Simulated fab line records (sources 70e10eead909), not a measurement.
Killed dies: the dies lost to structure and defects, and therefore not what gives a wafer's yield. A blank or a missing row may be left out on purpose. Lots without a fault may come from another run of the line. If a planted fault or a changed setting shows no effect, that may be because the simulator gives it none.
fab line records	flow nand-harc
[record] lots = 24	wafers = 72	last-day = 24
route steps=1159 shown A_CONTACT@866
lots that met no fault: from a run of the same line without faults
start-h: hours from the record's opening day to when the first of the lot's shown wafers began	wait-h: how many hours have passed since the lot's step before this one	" as in the row above	L1.1+2: several wafers, shown together as one row	- value missing, or start not given	* or withheld: withheld	< > ~ a bound
route shown NAME@n: a module of which the file shows steps, and the number in the route of the first	usual: mean/standard deviation taken from wafers without a fault	same: alike in all rows	chamber/n: place in a boat	sites: per-site readings	_std_site: standard deviation across them	_edge_site: inner sites' mean taken away from outer sites' mean	radius-mm: for every site, how far away it sits from the centre of the wafer	mask NAME#n: copy n	behind: the tool/chamber that last shaped the wafer	hold: why the lot was held/for how many hours/how that ended	device: whichever transistor did not switch (one of n, p or np)	end of line: the tests these same wafers got at the end of their route	a step with no rows: only its recipe	killed: count of dies lost to structure and defects at first sort (not the wafer's yield)	map: a wafer's dies, x killed, . not, _ none there
set.NAME: the setting that was run; set.NAME@STEP: the one run at that earlier step	model.NAME: the simulator's own value behind a step, which no gauge read
a sample of lots followed through the steps of the route, with each step as a table and each wafer as a row
services: a tool's chamber out of use, with start hour (start-h, from the record's first day; less than 0 if before it), hours out, and reason
[[steps]]
[step NHARC_A_CONTACT_ETCH_115]
[recipe] source-w = withheld	pressure-mtorr = 20	bias-v = 3000	time-s = 94	target-depth-a = 9220	ar-flow-sccm = withheld	c4f8-flow-sccm = withheld	o2-flow-sccm = withheld	chemistry = C4F8/O2/Ar
lot.wafer	tool	chamber	start-h	wait-h	rf-hours-counter-h
L077.4	har-cap-etch-03	1	375.22	0.1	-
L077.6	"	1	"	"	-
L077.5	"	0	"	"	-
L074.2	har-cap-etch-01	1	379.22	0.1	58
L074.1	"	0	"	"	58
L074.4	"	0	"	"	-
L075.1	har-cap-etch-02	1	381.67	0.1	11
L075.4	"	1	"	"	-
L075.6	"	1	"	"	-
L079.3	har-cap-etch-01	0	383.14	0.1	-
L079.4	"	1	"	"	-
L079.5	"	0	"	"	-
L076.1	har-cap-etch-01	1	386.11	0.1	60
L076.4	"	0	"	"	-
L076.6	"	0	"	"	-
L078.2	har-cap-etch-03	1	388.49	0.1	84
L078.4	"	1	"	"	-
L078.6	"	1	"	"	-
L080.3	har-cap-etch-03	1	398.31	0.1	-
L080.4	"	0	"	"	-
L080.6	"	0	"	"	-
L081.1	har-cap-etch-01	1	410.23	0.1	66
L081.4	"	0	"	"	-
L081.5	"	0	"	"	-
L083.3	har-cap-etch-03	1	410.55	0.1	-
L083.4	"	0	"	"	-
L083.5	"	1	"	"	-
L082.1	har-cap-etch-01	1	415.60	0.1	68
L082.5	"	1	"	"	-
L082.6	"	0	"	"	-
L085.2	har-cap-etch-01	1	427.18	0.1	70
L085.4	"	0	"	"	-
L085.6	"	1	"	"	-
L084.1	har-cap-etch-03	0	427.49	0.1	94
L084.4	"	0	"	"	-
L084.5	"	0	"	"	-
L087.2	har-cap-etch-02	0	437.59	0.1	20
L087.6	"	1	"	"	-
L087.5	"	0	"	"	-
L086.2	har-cap-etch-01	0	438.60	0.1	73
L086.6	"	1	"	"	-
L086.5	"	0	"	"	-
L090.1	har-cap-etch-03	1	457.76	0.1	99
L090.2	"	0	"	"	99
L090.5	"	1	"	"	-
L089.1	har-cap-etch-02	1	458.14	0.1	23
L089.4	"	0	"	"	-
L089.5	"	0	"	"	-
L088.2	har-cap-etch-02	0	469.41	0.1	24
L088.4	"	1	"	"	-
L088.5	"	1	"	"	-
L091.3	har-cap-etch-01	1	470.55	0.1	-
L091.4	"	0	"	"	-
L091.5	"	1	"	"	-
L093.3	har-cap-etch-01	0	474.87	0.1	-
L093.6	"	0	"	"	-
L093.5	"	1	"	"	-
L092.4	har-cap-etch-03	1	475.65	0.1	-
L092.3	"	0	"	"	-
L092.6	"	1	"	"	-
L096.4	har-cap-etch-03	0	498.84	0.1	-
L096.3	"	1	"	"	-
L096.5	"	0	"	"	-
L094.2	har-cap-etch-02	1	500.15	0.1	29
L094.3	"	0	"	"	-
L094.4	"	1	"	"	-
L095.4	har-cap-etch-01	1	503.38	0.1	-
L095.3	"	0	"	"	-
L095.6	"	0	"	"	-
L097.3	har-cap-etch-03	1	505.26	0.1	-
L097.6	"	1	"	"	-
L097.5	"	0	"	"	-
[step NHARC_A_CONTACT_ETCH_90]
[recipe] target-depth-a = 400	over-etch-frac = 0.5	time-s = 85.7	ion-energy-ev = 120	ch3f-flow-sccm = 50	o2-flow-sccm = 30	ar-flow-sccm = 200	rf-w = 500	bias-w = 100	chemistry = CH3F/O2
[usual] drypump-motor-current-A = 5.6/0.37	oes-product-au = 0.95/0.033	rf-vpp-V = 244.9/1.7	showerhead-plenum-p-Torr = 2.49/0.1	throttle-valve-pct = 20.663/0.0089
lot.wafer	tool	chamber	start-h	wait-h	drypump-motor-current-A	oes-product-au	rf-hours-counter-h	rf-vpp-V	showerhead-plenum-p-Torr	throttle-valve-pct
L077.4	rie-diel-11	2	376.51	0.4	5.4	0.99	0	246.4	2.55	20.663
L077.5	"	2	"	"	5.4	1.00	-	245.2	2.55	20.662
L077.6	"	3	"	"	5.6	1.00	-	246.6	2.61	20.662
L074.1	rie-diel-11	2	380.54	0.5	5.4	0.93	1	245.1	2.55	20.649
L074.2	"	3	"	"	5.6	0.93	1	246.4	2.61	20.660
L074.4	"	1	"	"	5.7	0.94	1	246.3	2.55	20.685
L075.1	rie-diel-11	2	383.00	0.6	5.4	0.99	2	246.3	2.55	20.659
L075.4	"	0	"	"	5.1	1.01	2	242.6	2.31	20.662
L075.6	"	1	"	"	5.7	1.01	-	245.6	2.55	20.676
L079.3	rie-diel-09	3	384.47	0.5	6.3	0.92	39	244.8	2.49	20.675
L079.4	"	0	"	"	4.8	0.93	50	244.0	2.43	20.658
L079.5	"	2	"	"	6.2	0.93	-	245.5	2.50	20.666
L076.4	rie-diel-06	2	387.54	0.6	5.0	0.93	53	245.1	2.50	20.643
L076.1	"	3	"	"	6.1	0.93	48	244.3	2.48	20.662
L076.6	"	1	"	"	6.1	0.91	-	242.4	2.37	20.647
L078.4	rie-diel-11	3	389.80	0.4	5.6	0.94	4	245.2	2.61	20.644
L078.2	"	0	"	"	5.1	0.93	3	241.9	2.31	20.653
L078.6	"	3	"	"	5.5	0.93	-	246.4	2.61	20.666
L080.3	rie-diel-09	0	399.62	0.5	4.8	0.93	56	244.1	2.43	20.660
L080.6	"	3	"	"	6.3	0.91	-	244.9	2.49	20.662
L080.4	"	1	"	"	5.7	0.93	-	245.6	2.48	20.659
L081.4	rie-diel-11	2	411.75	0.4	5.4	1.00	9	246.5	2.55	20.665
L081.1	"	0	"	"	5.1	1.00	9	243.7	2.31	20.673
L081.5	"	2	"	"	5.4	0.99	-	247.1	2.55	20.656
L083.3	rie-diel-09	3	411.85	0.4	6.3	0.92	52	246.5	2.48	20.661
L083.4	"	3	"	"	6.3	0.92	-	244.7	2.48	20.652
L083.5	"	2	"	"	6.2	0.94	-	244.7	2.49	20.678
L082.1	rie-diel-11	0	417.00	0.6	5.1	0.93	10	241.3	2.31	20.669
L082.5	"	3	"	"	5.6	0.93	-	246.6	2.61	20.671
L082.6	"	0	"	"	5.1	0.92	-	241.6	2.31	20.672
L085.4	rie-diel-09	0	428.50	0.4	4.8	0.95	64	244.8	2.43	20.671
L085.2	"	1	"	"	5.8	0.93	64	246.6	2.48	20.665
L085.6	"	1	"	"	5.8	0.94	-	243.8	2.48	20.666
L084.4	rie-diel-11	0	428.82	0.4	5.1	0.94	13	242.9	2.31	20.660
L084.1	"	3	"	"	5.6	0.96	13	246.1	2.61	20.655
L084.5	"	0	"	"	5.1	0.94	-	243.6	2.31	20.664
L087.2	rie-diel-11	0	438.91	0.5	5.1	0.94	15	241.8	2.31	20.673
L087.5	"	0	"	"	5.1	0.92	-	242.3	2.31	20.660
L087.6	"	1	"	"	5.7	0.94	-	244.4	2.54	20.656
L086.2	rie-diel-11	1	440.26	0.6	5.7	0.93	16	246.8	2.54	20.672
L086.5	"	1	"	"	5.7	0.94	-	247.2	2.54	20.665
L086.6	"	2	"	"	5.4	0.91	-	245.4	2.55	20.646
L090.1	rie-diel-11	2	459.44	0.6	5.4	0.94	18	245.7	2.54	20.664
L090.2	"	0	"	"	5.1	0.94	19	241.4	2.31	20.671
L090.5	"	2	"	"	5.4	0.95	-	244.8	2.54	20.657
L089.4	rie-diel-06	2	459.52	0.4	5.0	0.93	16	244.1	2.49	20.669
L089.1	"	3	"	"	6.1	0.92	14	244.8	2.47	20.661
L089.5	"	1	"	"	6.0	0.90	-	243.2	2.36	20.657
L088.2	rie-diel-11	0	470.72	0.5	5.1	1.00	20	242.1	2.31	20.681
L088.4	"	3	"	"	5.6	0.99	20	248.2	2.61	20.670
L088.5	"	1	"	"	5.7	1.01	-	243.8	2.54	20.665
L091.4	rie-diel-06	1	471.86	0.4	6.0	0.98	22	243.4	2.35	20.676
L091.3	"	3	"	"	6.1	1.01	19	244.9	2.46	20.665
L091.5	"	1	"	"	6.1	0.98	-	242.5	2.35	20.658
L093.3	rie-diel-11	0	476.17	0.4	5.1	0.99	22	240.8	2.31	20.664
L093.6	"	0	"	"	5.1	1.00	-	242.7	2.31	20.667
L093.5	"	1	"	"	5.8	1.00	-	244.8	2.54	20.662
L092.3	rie-diel-11	1	476.96	0.4	5.7	0.91	22	246.0	2.54	20.672
L092.4	"	0	"	"	5.1	0.93	23	242.0	2.31	20.659
L092.6	"	2	"	"	5.4	0.93	-	245.9	2.54	20.664
L096.4	rie-diel-09	0	500.14	0.4	4.8	0.94	18	243.1	2.42	20.666
L096.3	"	3	"	"	6.3	0.94	10	243.9	2.48	20.656
L096.5	"	1	"	"	5.7	0.96	-	246.2	2.47	20.660
L094.4	rie-diel-11	2	501.46	0.4	5.4	0.98	24	245.9	2.54	20.681
L094.2	"	3	"	"	5.5	0.98	24	245.9	2.60	20.664
L094.3	"	1	"	"	5.7	0.96	25	246.1	2.54	20.650
L095.3	rie-diel-11	3	504.67	0.4	5.6	1.00	25	245.7	2.60	20.672
L095.4	"	1	"	"	5.7	1.00	25	245.7	2.54	20.656
L095.6	"	3	"	"	5.6	1.00	-	246.1	2.60	20.658
L097.3	rie-diel-11	1	506.60	0.5	5.7	0.94	25	246.6	2.54	20.664
L097.5	"	2	"	"	5.4	0.94	-	246.5	2.54	20.667
L097.6	"	3	"	"	5.6	0.94	-	245.7	2.60	20.670
[step NHARC_A_CONTACT_ETCH_127]
[recipe] source-w = withheld	pressure-mtorr = 20	bias-v = 1200	time-s = 155	target-depth-a = 9560	ar-flow-sccm = withheld	c4f8-flow-sccm = withheld	o2-flow-sccm = withheld	chemistry = C4F8/O2/Ar
lot.wafer	tool	chamber	start-h	wait-h	rf-hours-counter-h
L077.4	har-cap-etch-03	0	384.73	0.1	-
L077.5	"	0	"	"	-
L077.6	"	1	"	"	-
L074.1	har-cap-etch-01	0	390.44	0.1	62
L074.2	"	1	"	"	62
L074.4	"	0	"	"	-
L075.1	har-cap-etch-03	1	391.49	0.1	86
L075.4	"	1	"	"	-
L075.6	"	1	"	"	-
L079.3	har-cap-etch-02	1	392.61	0.1	-
L079.4	"	0	"	"	-
L079.5	"	1	"	"	-
L076.1	har-cap-etch-03	0	393.81	0.1	87
L076.4	"	1	"	"	-
L076.6	"	1	"	"	-
L078.2	har-cap-etch-01	0	395.52	0.1	64
L078.4	"	1	"	"	-
L078.6	"	0	"	"	-
L080.3	har-cap-etch-02	0	405.68	0.1	-
L080.4	"	1	"	"	-
L080.6	"	1	"	"	-
L081.1	har-cap-etch-03	1	417.37	0.1	92
L081.4	"	0	"	"	-
L081.5	"	1	"	"	-
L083.3	har-cap-etch-02	0	417.85	0.1	-
L083.4	"	1	"	"	-
L083.5	"	1	"	"	-
L082.1	har-cap-etch-01	0	422.48	0.1	69
L082.5	"	1	"	"	-
L082.6	"	0	"	"	-
L085.2	har-cap-etch-01	1	434.55	0.2	71
L085.4	"	1	"	"	-
L085.6	"	1	"	"	-
L084.1	har-cap-etch-03	0	435.77	0.1	95
L084.4	"	1	"	"	-
L084.5	"	1	"	"	-
L087.2	har-cap-etch-01	0	445.80	0.2	74
L087.6	"	0	"	"	-
L087.5	"	1	"	"	-
L086.2	har-cap-etch-03	0	446.30	0.1	97
L086.6	"	1	"	"	-
L086.5	"	0	"	"	-
L090.1	har-cap-etch-01	1	466.15	0.1	76
L090.2	"	0	"	"	76
L090.5	"	0	"	"	-
L089.1	har-cap-etch-03	1	467.11	0.2	100
L089.4	"	0	"	"	-
L089.5	"	1	"	"	-
L088.2	har-cap-etch-02	1	476.98	0.1	26
L088.4	"	1	"	"	-
L088.5	"	0	"	"	-
L091.3	har-cap-etch-01	0	477.40	0.1	-
L091.4	"	1	"	"	-
L091.5	"	1	"	"	-
L093.3	har-cap-etch-03	1	481.72	0.1	-
L093.5	"	0	"	"	-
L093.6	"	1	"	"	-
L092.3	har-cap-etch-03	0	483.85	0.1	-
L092.4	"	1	"	"	-
L092.6	"	1	"	"	-
L096.4	har-cap-etch-02	1	505.55	0.1	-
L096.3	"	0	"	"	-
L096.5	"	0	"	"	-
L094.2	har-cap-etch-01	0	507.33	0.1	84
L094.3	"	0	"	"	-
L094.4	"	1	"	"	-
L095.3	har-cap-etch-02	1	510.17	0.1	-
L095.4	"	0	"	"	-
L095.6	"	0	"	"	-
L097.3	har-cap-etch-02	0	512.92	0.1	-
L097.6	"	0	"	"	-
L097.5	"	1	"	"	-
[step NHARC_A_CONTACT_ETCH_131]
[recipe] source-w = withheld	pressure-mtorr = 20	bias-v = 1200	time-s = 155	target-depth-a = 9560	ar-flow-sccm = withheld	c4f8-flow-sccm = withheld	o2-flow-sccm = withheld	chemistry = C4F8/O2/Ar
lot.wafer	tool	chamber	start-h	wait-h	rf-hours-counter-h
L077.4	har-cap-etch-03	0	385.30	0.1	-
L077.5	"	0	"	"	-
L077.6	"	1	"	"	-
L074.1	har-cap-etch-01	0	391.01	0.1	62
L074.2	"	1	"	"	62
L074.4	"	0	"	"	-
L075.1	har-cap-etch-03	1	392.06	0.1	86
L075.4	"	1	"	"	-
L075.6	"	1	"	"	-
L079.3	har-cap-etch-02	1	393.17	0.1	-
L079.4	"	0	"	"	-
L079.5	"	1	"	"	-
L076.1	har-cap-etch-03	0	394.38	0.1	87
L076.4	"	1	"	"	-
L076.6	"	1	"	"	-
L078.2	har-cap-etch-01	0	396.09	0.1	64
L078.4	"	1	"	"	-
L078.6	"	0	"	"	-
L080.3	har-cap-etch-02	0	406.25	0.1	-
L080.4	"	1	"	"	-
L080.6	"	1	"	"	-
L081.1	har-cap-etch-03	1	417.94	0.1	93
L081.4	"	0	"	"	-
L081.5	"	1	"	"	-
L083.3	har-cap-etch-02	0	418.41	0.1	-
L083.4	"	1	"	"	-
L083.5	"	1	"	"	-
L082.1	har-cap-etch-01	0	423.04	0.1	69
L082.5	"	1	"	"	-
L082.6	"	0	"	"	-
L085.2	har-cap-etch-01	1	435.30	0.2	72
L085.4	"	1	"	"	-
L085.6	"	1	"	"	-
L084.1	har-cap-etch-03	0	436.44	0.2	96
L084.4	"	1	"	"	-
L084.5	"	1	"	"	-
L087.2	har-cap-etch-01	0	446.56	0.2	75
L087.6	"	0	"	"	-
L087.5	"	1	"	"	-
L086.2	har-cap-etch-03	0	446.87	0.1	98
L086.6	"	1	"	"	-
L086.5	"	0	"	"	-
L090.1	har-cap-etch-01	1	466.72	0.1	77
L090.2	"	0	"	"	77
L090.5	"	0	"	"	-
L089.1	har-cap-etch-03	1	467.86	0.2	100
L089.4	"	0	"	"	-
L089.5	"	1	"	"	-
L088.2	har-cap-etch-02	1	477.54	0.1	26
L088.4	"	1	"	"	-
L088.5	"	0	"	"	-
L091.3	har-cap-etch-01	0	477.97	0.1	-
L091.4	"	1	"	"	-
L091.5	"	1	"	"	-
L093.3	har-cap-etch-03	1	482.28	0.1	-
L093.5	"	0	"	"	-
L093.6	"	1	"	"	-
L092.3	har-cap-etch-03	0	484.42	0.1	-
L092.4	"	1	"	"	-
L092.6	"	1	"	"	-
L096.4	har-cap-etch-02	1	506.11	0.1	-
L096.3	"	0	"	"	-
L096.5	"	0	"	"	-
L094.2	har-cap-etch-01	0	507.90	0.1	84
L094.3	"	0	"	"	-
L094.4	"	1	"	"	-
L095.3	har-cap-etch-02	1	510.73	0.1	-
L095.4	"	0	"	"	-
L095.6	"	0	"	"	-
L097.3	har-cap-etch-02	0	513.49	0.1	-
L097.6	"	0	"	"	-
L097.5	"	1	"	"	-
[step NHARC_A_CONTACT_CD_MEAS_80]
[usual] cd-nm = 189.4/0.77
lot.wafer	tool	chamber	start-h	wait-h	cd-nm
L077.4	cd-sem-02	-	386.32	-	190.2
L077.5	"	-	"	"	189.8
L077.6	"	-	"	"	190.3
L074.1	cd-sem-02	-	392.19	-	188.5
L074.2	"	-	"	"	188.6
L074.4	"	-	"	"	188.9
L075.1	cd-sem-01	-	393.14	-	189.0
L075.4	"	-	"	"	189.1
L075.6	"	-	"	"	189.1
L079.3	cd-sem-01	-	394.30	-	190.6
L079.4	"	-	"	"	189.9
L079.5	"	-	"	"	189.4
L076.1	cd-sem-03	-	395.42	-	189.0
L076.4	"	-	"	"	189.2
L076.6	"	-	"	"	188.5
L078.2	cd-sem-02	-	397.16	-	190.7
L078.4	"	-	"	"	190.8
L078.6	"	-	"	"	189.5
L080.3	cd-sem-03	-	407.43	-	189.3
L080.4	"	-	"	"	190.1
L080.6	"	-	"	"	189.8
L081.1	cd-sem-02	-	419.00	-	189.7
L081.4	"	-	"	"	190.0
L081.5	"	-	"	"	189.8
L083.3	cd-sem-03	-	419.44	-	190.3
L083.4	"	-	"	"	190.8
L083.5	"	-	"	"	190.4
L082.1	cd-sem-03	-	424.20	-	190.9
L082.5	"	-	"	"	190.3
L082.6	"	-	"	"	191.0
L085.2	cd-sem-01	-	436.93	-	189.1
L085.4	"	-	"	"	188.4
L085.6	"	-	"	"	188.5
L084.1	cd-sem-02	-	437.74	-	187.7
L084.4	"	-	"	"	187.5
L084.5	"	-	"	"	187.8
L087.2	cd-sem-01	-	447.87	-	190.0
L087.5	"	-	"	"	189.4
L087.6	"	-	"	"	189.6
L086.2	cd-sem-03	-	447.94	-	189.9
L086.5	"	-	"	"	190.0
L086.6	"	-	"	"	189.4
L090.1	cd-sem-03	-	467.79	-	188.5
L090.2	"	-	"	"	188.7
L090.5	"	-	"	"	188.6
L089.1	cd-sem-01	-	469.24	-	188.9
L089.4	"	-	"	"	189.6
L089.5	"	-	"	"	189.2
L088.2	cd-sem-02	-	478.58	-	190.8
L088.4	"	-	"	"	190.3
L088.5	"	-	"	"	189.9
L091.3	cd-sem-01	-	478.99	-	188.6
L091.4	"	-	"	"	188.8
L091.5	"	-	"	"	189.2
L093.3	cd-sem-03	-	483.30	-	190.3
L093.5	"	-	"	"	189.8
L093.6	"	-	"	"	189.0
L092.3	cd-sem-03	-	485.45	-	190.1
L092.4	"	-	"	"	189.4
L092.6	"	-	"	"	189.2
L096.3	cd-sem-03	-	507.14	-	190.8
L096.4	"	-	"	"	189.7
L096.5	"	-	"	"	190.1
L094.2	cd-sem-02	-	509.04	-	187.7
L094.3	"	-	"	"	188.5
L094.4	"	-	"	"	188.6
L095.3	cd-sem-01	-	511.95	-	189.4
L095.4	"	-	"	"	189.6
L095.6	"	-	"	"	190.0
L097.3	cd-sem-02	-	514.52	-	188.9
L097.5	"	-	"	"	189.2
L097.6	"	-	"	"	189.3
[step NHARC_A_CONTACT_ETCH_98]
[recipe] target-depth-a = 200	over-etch-frac = 0.5	time-s = 10	ion-energy-ev = 250	c4f6-flow-sccm = 25	o2-flow-sccm = 20	ar-flow-sccm = 500	rf-w = 600	bias-w = 500	chemistry = C4F6/O2
[usual] drypump-motor-current-A = 5.6/0.4	oes-product-au = 0.952/0.016	rf-vpp-V = 548/3.2	showerhead-plenum-p-Torr = 3.96/0.15	throttle-valve-pct = 26.905/0.0091
lot.wafer	tool	chamber	start-h	wait-h	drypump-motor-current-A	oes-product-au	rf-hours-counter-h	rf-vpp-V	showerhead-plenum-p-Torr	throttle-valve-pct
L077.4	rie-diel-06	2	-	-	5.0	0.946	56	547	3.98	26.905
L077.6	"	0	"	"	5.6	0.949	-	542	3.66	26.905
L077.5	"	1	"	"	6.0	0.920	-	544	3.79	26.906
L074.1	rie-diel-11	2	-	-	5.4	0.928	7	550	4.06	26.913
L074.2	"	3	"	"	5.6	0.945	7	551	4.15	26.908
L074.4	"	1	"	"	5.7	0.930	6	549	4.06	26.896
L075.1	rie-diel-06	0	-	-	5.6	0.957	41	541	3.66	26.892
L075.4	"	1	"	"	6.0	0.936	62	544	3.79	26.905
L075.6	"	1	"	"	6.0	0.934	-	543	3.79	26.920
L079.4	rie-diel-11	1	-	-	5.7	0.939	7	550	4.06	26.893
L079.3	"	2	"	"	5.4	0.926	8	549	4.06	26.907
L079.5	"	3	"	"	5.6	0.951	-	552	4.15	26.890
L076.1	rie-diel-11	1	-	-	5.7	0.970	7	551	4.06	26.889
L076.4	"	2	"	"	5.4	0.942	8	549	4.06	26.905
L076.6	"	0	"	"	5.1	0.968	-	542	3.70	26.897
L078.2	rie-diel-09	1	-	-	5.8	0.937	54	548	3.96	26.895
L078.4	"	2	"	"	6.2	0.960	46	549	3.98	26.905
L078.6	"	1	"	"	5.7	0.944	-	548	3.96	26.901
L080.3	rie-diel-09	1	416.77	0.2	5.8	0.974	61	547	3.96	26.910
L080.4	"	2	"	"	6.2	0.963	-	550	3.97	26.916
L080.6	"	1	"	"	5.7	0.978	-	548	3.96	26.893
L081.1	rie-diel-11	2	-	-	5.4	0.955	12	549	4.06	26.898
L081.4	"	1	"	"	5.7	0.940	12	549	4.05	26.906
L081.5	"	3	"	"	5.6	0.954	-	551	4.15	26.901
L083.4	rie-diel-11	1	-	-	5.7	0.962	12	549	4.05	26.899
L083.3	"	2	"	"	5.5	0.963	13	551	4.06	26.900
L083.5	"	0	"	"	5.1	0.956	-	542	3.70	26.899
L082.1	rie-diel-11	2	-	-	5.4	0.933	14	550	4.06	26.894
L082.6	"	2	"	"	5.5	0.939	-	549	4.06	26.890
L082.5	"	3	"	"	5.6	0.946	-	551	4.15	26.900
L085.4	rie-diel-11	0	-	-	5.1	0.944	16	543	3.70	26.902
L085.2	"	3	"	"	5.5	0.958	16	553	4.15	26.913
L085.6	"	1	"	"	5.7	0.953	-	549	4.05	26.896
L084.4	rie-diel-11	3	-	-	5.6	0.979	16	551	4.15	26.898
L084.1	"	0	"	"	5.1	0.991	17	542	3.70	26.896
L084.5	"	2	"	"	5.4	0.951	-	550	4.05	26.907
L087.2	rie-diel-11	0	-	-	5.1	0.940	18	543	3.70	26.915
L087.6	"	1	"	"	5.8	0.957	-	551	4.05	26.920
L087.5	"	2	"	"	5.4	0.944	-	551	4.05	26.889
L086.2	rie-diel-11	1	-	-	5.7	0.968	18	549	4.05	26.917
L086.5	"	1	"	"	5.7	0.965	-	550	4.05	26.897
L086.6	"	2	"	"	5.4	0.967	-	550	4.05	26.890
L090.2	rie-diel-06	3	-	-	6.1	0.957	20	546	3.93	26.899
L090.1	"	2	"	"	5.0	0.959	22	546	3.96	26.907
L090.5	"	3	"	"	6.1	0.954	-	547	3.93	26.907
L089.1	rie-diel-09	1	-	-	5.8	0.948	14	547	3.94	26.908
L089.4	"	2	"	"	6.2	0.947	15	549	3.96	26.913
L089.5	"	1	"	"	5.7	0.946	-	547	3.94	26.908
L088.2	rie-diel-09	1	-	-	5.8	0.951	18	545	3.94	26.899
L088.4	"	3	"	"	6.4	0.950	9	548	3.95	26.916
L088.5	"	2	"	"	6.2	0.949	-	548	3.96	26.913
L091.4	rie-diel-09	3	-	-	6.3	0.938	9	548	3.95	26.929
L091.3	"	2	"	"	6.2	0.936	18	548	3.96	26.911
L091.5	"	3	"	"	6.3	0.944	-	548	3.95	26.901
L093.3	rie-diel-11	1	-	-	5.8	0.937	24	549	4.05	26.904
L093.5	"	0	"	"	5.2	0.943	-	542	3.69	26.885
L093.6	"	1	"	"	5.7	0.949	-	549	4.05	26.907
L092.3	rie-diel-06	2	-	-	5.0	0.948	25	548	3.96	26.894
L092.4	"	3	"	"	6.1	0.950	24	546	3.93	26.914
L092.6	"	3	"	"	6.1	0.954	-	547	3.93	26.913
L096.3	rie-diel-11	2	-	-	5.4	0.997	29	549	4.05	26.895
L096.4	"	3	"	"	5.6	1.010	28	549	4.14	26.914
L096.5	"	1	"	"	5.8	1.005	-	549	4.04	26.911
L094.2	rie-diel-11	1	-	-	5.7	0.956	29	550	4.04	26.895
L094.4	"	2	"	"	5.4	0.965	29	549	4.05	26.898
L094.3	"	3	"	"	5.6	0.965	28	552	4.14	26.912
L095.4	rie-diel-06	1	-	-	6.0	0.935	39	543	3.76	26.912
L095.3	"	3	"	"	6.1	0.945	34	548	3.92	26.907
L095.6	"	2	"	"	5.0	0.959	-	547	3.95	26.908
L097.3	rie-diel-09	0	-	-	4.8	0.941	29	546	3.86	26.918
L097.5	"	0	"	"	4.8	0.948	-	545	3.86	26.901
L097.6	"	1	"	"	5.8	0.951	-	546	3.94	26.897
[[services]]
tool	chamber	start-h	hours	kind
rie-diel-09	3	360.57	16.6	repair
rie-diel-11	-	366.55	9.0	pm
rie-diel-11	0	366.55	9.0	vent-cycle
rie-diel-11	1	366.55	9.0	vent-cycle
rie-diel-11	2	366.55	9.0	vent-cycle
rie-diel-11	3	366.55	9.0	vent-cycle
rie-diel-06	2	374.46	8.7	repair
rie-diel-11	0	375.55	-	clean
rie-diel-11	1	375.55	-	clean
rie-diel-11	2	375.55	-	clean
rie-diel-11	3	375.55	-	clean
rie-diel-09	2	387.51	13.8	repair
rie-diel-11	0	400.05	-	clean
rie-diel-11	1	400.05	-	clean
rie-diel-11	2	400.05	-	clean
rie-diel-09	0	410.33	6.5	repair
har-cap-etch-02	-	414.57	2.5	repair
rie-diel-06	-	419.60	9.0	pm
rie-diel-09	-	431.16	9.0	pm
rie-diel-09	3	443.81	16.4	repair
rie-diel-06	-	469.88	0.4	repair
har-cap-etch-01	-	481.55	1.8	repair
rie-diel-09	3	506.58	1.9	repair
har-cap-etch-01	-	519.46	0.7	repair
[[key]]
fault none
